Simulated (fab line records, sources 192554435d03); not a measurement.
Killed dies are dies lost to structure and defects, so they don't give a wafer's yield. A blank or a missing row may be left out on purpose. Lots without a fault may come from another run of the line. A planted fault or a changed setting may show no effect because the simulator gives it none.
fab line records | flow n5_finfet
record lots=7 wafers=39
route steps=1938 shown BEOL_M12@1637 MIM_BOT_LITHO@1860
start_h: hours from the record's first day to the start of the lot's first wafer shown | wait_h: hours since the lot's step before | " the same as in the row above | L1.1+2: a row that stands for several wafers | - no value, or no start given | * or withheld: withheld | < > ~ a bound
route shown NAME@n: a module of which the file shows steps, and the number in the route of the first | usual: mean/standard deviation of fault-free wafers | same: alike in all rows | chamber/n: place in a boat | sites: the reading at each site | _std_site: their standard deviation | _edge_site: outer sites' mean less inner sites' | radius_mm: how far each site lies from the wafer's centre | mask NAME#n: copy n | behind: the tool/chamber that last shaped the wafer | hold: why the lot was held/for how many hours/how that ended | device: the transistor (n, p or np) that didn't switch | end of line: the same wafers' tests at the end of the route | a step without rows: its recipe alone | killed: dies lost to structure and defects at the first sort, not the wafer's yield | map: a wafer's dies, x killed, . not, _ none there
set.NAME: the setting as run; set.NAME@STEP: as run at that earlier step | model.NAME: the simulator's own value behind a step, which no gauge read
lots whose settings were changed on purpose; a table a step, a row a wafer
## steps
# step N5_BEOL_M12_ETCH_68
# recipe chemistry=N2/H2 target=SOC mask_material=SiARC source_w=3000 bias_w=350 temp_c=40 time_s=285 ion_energy_ev=200 pressure_mtorr=30 n2_flow_sccm=200 h2_flow_sccm=200
# columns lot.wafer tool chamber start_h wait_h set.time_s model.SiARC_of_BEOL_M12_COAT_66.thk_nm
L075.1+3 rie_diel-02 0,2 240.76 0.1 285 85.8
L075.2 " 1 " " 285 86.4
L075.4 " 3 " " 285 86
L075.5+6 " 2,1 " " 285 85.6
L078.1+6 rie_diel-02 1,0 252.66 0.1 285 85.6
L078.2 " 3 " " 285 86
L078.3 " 0 " " 285 85
L078.4+5 " 2,1 " " 285 85.8
L083.1+6 rie_diel-02 1,3 296.01 0.1 285 86
L083.2 " 3 " " 285 86.2
L083.3+4 " 0,2 " " 285 85.6
L083.5 " 0 " " 285 85.8
L084.1 rie_diel-06 3 297.07 0.1 329.1 83.6
L084.2 " 2 " " 285 85.8
L084.3 " 1 " " 285 86.4
L084.4 " 1 " " 329.1 82.2
L084.5 " 2 " " 329.1 82
L084.6 " 3 " " 285 86.6
L092.1+5 rie_diel-06 0 355.35 0.1 237 89.4
L092.2 " 1 " " 285 85.8
L092.3 " 3 " " 237 90.6
L092.4 " 2 " " 285 85.6
L092.6 " 3 " " 285 86.8
L094.4 rie_diel-05 2 356.02 0.1 285 85.6
L094.5 " 3 " " 285 86
L094.6 " 2 " " 285 85.4
L097.1 rie_diel-05 3 388.18 0.1 285 86.8
L097.2+3 " 2,0 " " 211.9 92.4
L097.4 " 1 " " 285 86
L097.5 " 2 " " 211.9 91.8
L097.6 " 3 " " 285 87
# step N5_MIM_BOT_LITHO_DEVELOP_07
# recipe develop_time_s=60 rinse_liquid=diw dry=air_spin dev_temp_c=21
# columns lot.wafer tool chamber start_h wait_h set.develop_time_s
L075.1+3+6 litho_track-04 0 - - 90.78
L075.2+4+5 " 0 " " 60
L078.1+2+3+4+5+6 litho_track-05 0 - - 60
L083.1+2+4 litho_track-05 0 - - 60
L083.3+5+6 " 0 " " 30.18
L084.1+2+3+4+5+6 litho_track-03 0 - - 60
L092.1+3+4 litho_track-05 0 - - 80.05
L092.2+5+6 " 0 " " 60
L094.4+5+6 litho_track-05 0 - - 60
L097.1+2+4 litho_track-05 0 - - 60
L097.3+5+6 " 0 " " 83.38
# step N5_MIM_BOT_LITHO_HARDBAKE_09
# recipe temp_c=130 time_s=120
# step N5_MIM_BOT_LITHO_CD_MEAS_08
# recipe target_cd_nm=3000 landing_energy_ev=500 detector=se_inlens polarity=opening
# usual cd_nm=2998.5/2.2
# columns lot.wafer tool chamber start_h wait_h set.develop_time_s@MIM_BOT_LITHO_DEVELOP_07 cd_nm
L075.1 cd_sem-01 0 265.78 - 90.78 3007.1
L075.2 " 0 " " 60 3000.6
L075.3 " 0 " " 90.78 3008.2
L075.4 " 0 " " 60 2999.5
L075.5 " 0 " " 60 3001.4
L075.6 " 0 " " 90.78 3008.6
L078.1 cd_sem-01 0 278.74 - 60 3001.8
L078.2 " 0 " " 60 2999.2
L078.3 " 0 " " 60 2997.1
L078.4 " 0 " " 60 2998.1
L078.5 " 0 " " 60 2995.7
L078.6 " 0 " " 60 2999.3
L083.1 cd_sem-02 0 324.42 - 60 2999.2
L083.2 " 0 " " 60 3000.8
L083.3 " 0 " " 30.18 2985.9
L083.4 " 0 " " 60 3001.2
L083.5 " 0 " " 30.18 2984.0
L083.6 " 0 " " 30.18 2985.8
L084.1 cd_sem-02 0 324.64 - 60 2998.1
L084.2 " 0 " " 60 2998.6
L084.3 " 0 " " 60 2998.0
L084.4 " 0 " " 60 2998.7
L084.5 " 0 " " 60 2994.6
L084.6 " 0 " " 60 2995.8
L092.1 cd_sem-02 0 386.88 - 80.05 3004.3
L092.2 " 0 " " 60 2998.0
L092.3 " 0 " " 80.05 3000.8
L092.4 " 0 " " 80.05 3002.7
L092.5 " 0 " " 60 2995.2
L092.6 " 0 " " 60 2998.8
L094.4 cd_sem-02 0 386.92 - 60 3001.7
L094.5 " 0 " " 60 2998.2
L094.6 " 0 " " 60 2996.6
L097.1 cd_sem-02 0 425.42 - 60 2997.8
L097.2 " 0 " " 60 2995.6
L097.3 " 0 " " 83.38 3003.6
L097.4 " 0 " " 60 2996.2
L097.5 " 0 " " 83.38 3004.8
L097.6 " 0 " " 83.38 3001.3
## key
split step=N5_BEOL_M12_ETCH_68 setting=time_s stated=285 by=wafer
response step=N5_BEOL_M12_ETCH_68 reading=model.SiARC_of_BEOL_M12_COAT_66.thk_nm change=-0.223 per=1% r=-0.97
split step=N5_MIM_BOT_LITHO_DEVELOP_07 setting=develop_time_s stated=60 by=wafer
response step=N5_MIM_BOT_LITHO_CD_MEAS_08 reading=cd_nm change=+0.203 per=1% r=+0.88
